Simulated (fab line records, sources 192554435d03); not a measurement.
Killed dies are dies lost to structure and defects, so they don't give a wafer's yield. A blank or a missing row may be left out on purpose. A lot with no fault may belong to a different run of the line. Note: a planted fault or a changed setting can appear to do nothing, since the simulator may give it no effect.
The same fault as seen by 3 desks || flow n5_finfet || only its own numbers are on each desk; what lay behind them is given at the end
Where a reading is given only as a bound, like >300, the bound stands for it, and a mean or a difference that rests on one is marked > or <: the true number lies beyond.

## TOOL OWNER'S DESK, ald_sin-04
The tool's own readings at N5_SPACER0_ALD_00 (deposits SiOCN, target thk 3.5 nm, pulse time 3 s, purge time 2 s): means of the sampled wafers that have a number, for each lot that ran on this tool. Any lot whose mean is over 4 standard deviations away from the usual mean is out of limits and marked OUT; that distance is given in the brackets.
Columns: A = heater_power_outer_w at N5_SPACER0_ALD_00, usual 517 W; B = heater_power_w at N5_SPACER0_ALD_00, usual 856 W; C = precursor_pulse_height_rel at N5_SPACER0_ALD_00, usual 0.997
{"lot": "L171", "first seen here": "day 3 05:34", "A": 477, "B": 816, "C": 1.009}
{"lot": "L179", "first seen here": "day 5 10:27", "A": 521, "B": 891, "C": 0.993}
{"lot": "L188", "first seen here": "day 7 13:03", "A": 543, "B": 933, "C": 0.979}
{"lot": "L190", "first seen here": "day 8 00:20", "A": 550, "B": 915, "C": 1.010}
This desk's verdict: no lot among the 4 shows anything out of limits.

## FROM THE METROLOGY DESK
What the gauges read, lot by lot, whatever tool the lot ran on: means of the sampled wafers that have a number. Any lot whose mean is over 4 standard deviations away from the usual mean is out of limits and marked OUT; that distance is given in the brackets. It has 11 readings; the 7 that lie furthest out on some lot are the ones shown.
Columns: A = GATE_OVL at N5_DUMMY_GATE_OVL_MEAS_16, usual 0.1 nm; B = DIBL_P at N5_BEOL_M4_RC_MEAS_101, usual 35.3 mV/V; C = ION_N at N5_BEOL_M4_RC_MEAS_101, usual 667 uA/um; D = ION_P at N5_BEOL_M4_RC_MEAS_101, usual 456 uA/um; E = SS_N at N5_BEOL_M4_RC_MEAS_101, usual 71.4 mV/dec; F = VT_N at N5_BEOL_M4_RC_MEAS_101, usual 251 mV; G = VT_P at N5_BEOL_M4_RC_MEAS_101, usual -252 mV
{"lot": "L171", "first seen here": "day 3 04:05", "A": 0.3, "B": 36.1, "C": 656, "D": 444, "E": 72.6, "F": 251, "G": -252}
{"lot": "L173", "first seen here": "day 3 16:37", "A": 0.1, "B": 38.1, "C": 671, "D": 457, "E": 71.8, "F": 250, "G": -253}
{"lot": "L176", "first seen here": "day 4 10:07", "A": 0.3, "B": 34.3, "C": 649, "D": 448, "E": 70.8, "F": 255, "G": -257}
{"lot": "L179", "first seen here": "day 5 09:02", "A": -0.3, "B": 35.8, "C": 665, "D": 463, "E": 71.4, "F": 249, "G": -248}
{"lot": "L188", "first seen here": "day 7 10:22", "A": 1.0, "B": 35.5, "C": 664, "D": 447, "E": 72.1, "F": 251, "G": -253}
{"lot": "L190", "first seen here": "day 7 22:41", "A": 0.1, "B": 32.6, "C": 656, "D": 450, "E": 70.8, "F": 252, "G": -255}
{"lot": "L191", "first seen here": "day 8 03:58", "A": 0.2, "B": 36.1, "C": 669, "D": 461, "E": 71.4, "F": 253, "G": -252}
{"lot": "L192", "first seen here": "day 8 18:52", "A": -0.9, "B": 35.5, "C": 676, "D": 463, "E": 71.0, "F": 249, "G": -250}
This desk's verdict: no lot among the 8 shows anything out of limits.

## THE DEFECT DESK
What the inspections along the route counted, lot by lot: means of the sampled wafers that have a number. Any lot whose mean is over 4 standard deviations away from the usual mean is out of limits and marked OUT; that distance is given in the brackets.
Columns: A = raw_defect_count at N5_SPACER0_INSPECT_04, usual 149; B = raw_defect_count at N5_SD_EPI_N_INSPECT_11, usual 2.0; C = raw_defect_count at N5_SD_EPI_N_INSPECT_26, usual 208; D = raw_defect_count at N5_SD_EPI_P_INSPECT_26, usual 174
{"lot": "L171", "first seen here": "day 3 05:59", "A": 203, "B": 1.3, "C": 224, "D": 177}
{"lot": "L173", "first seen here": "day 3 18:37", "A": 147, "B": 1.7, "C": 177, "D": 152}
{"lot": "L176", "first seen here": "day 4 13:38", "A": 133, "B": 2.7, "C": 212, "D": 185}
{"lot": "L179", "first seen here": "day 5 10:52", "A": 190, "B": 1.7, "C": 250, "D": 206}
{"lot": "L188", "first seen here": "day 7 13:28", "A": "514 (+9.6) OUT", "B": ">300 (+99 or more) OUT", "C": "563 (+9.1) OUT", "D": "539 (+10) OUT"}
{"lot": "L190", "first seen here": "day 8 00:49", "A": "536 (+10) OUT", "B": ">300 (+99 or more) OUT", "C": "585 (+9.7) OUT", "D": "578 (+11) OUT"}
{"lot": "L191", "first seen here": "day 8 06:53", "A": 152, "B": 2.0, "C": 181, "D": 154}
{"lot": "L192", "first seen here": "day 8 21:10", "A": 145, "B": 1.3, "C": 233, "D": 163}
Finding of this desk: L188, L190 out of limits; the first was L188 at day 7 13:28, on raw_defect_count at N5_SPACER0_INSPECT_04. L171, L173, L176, L179, L191, L192 stayed within limits.

## ALL TOGETHER
The defect desk could have raised an alarm at day 7 13:28, on L188, L190.
The desk of the tool owner found nothing out of limits.
At the metrology desk, nothing out of limits was observed.
On record at the tool owner's desk: L188, L190, within its limits.
The metrology desk holds a record of L188, L190, inside its limits.
The lots listed all ran N5_SPACER0_ALD_00 on ald_sin-04.

## WHAT WAS PUT IN BY THE SIMULATOR
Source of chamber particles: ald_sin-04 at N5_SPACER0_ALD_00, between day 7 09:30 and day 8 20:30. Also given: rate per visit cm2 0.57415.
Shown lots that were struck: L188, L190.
Hours from the fault's start to each desk's first reading out of limits: the defect desk, 4.
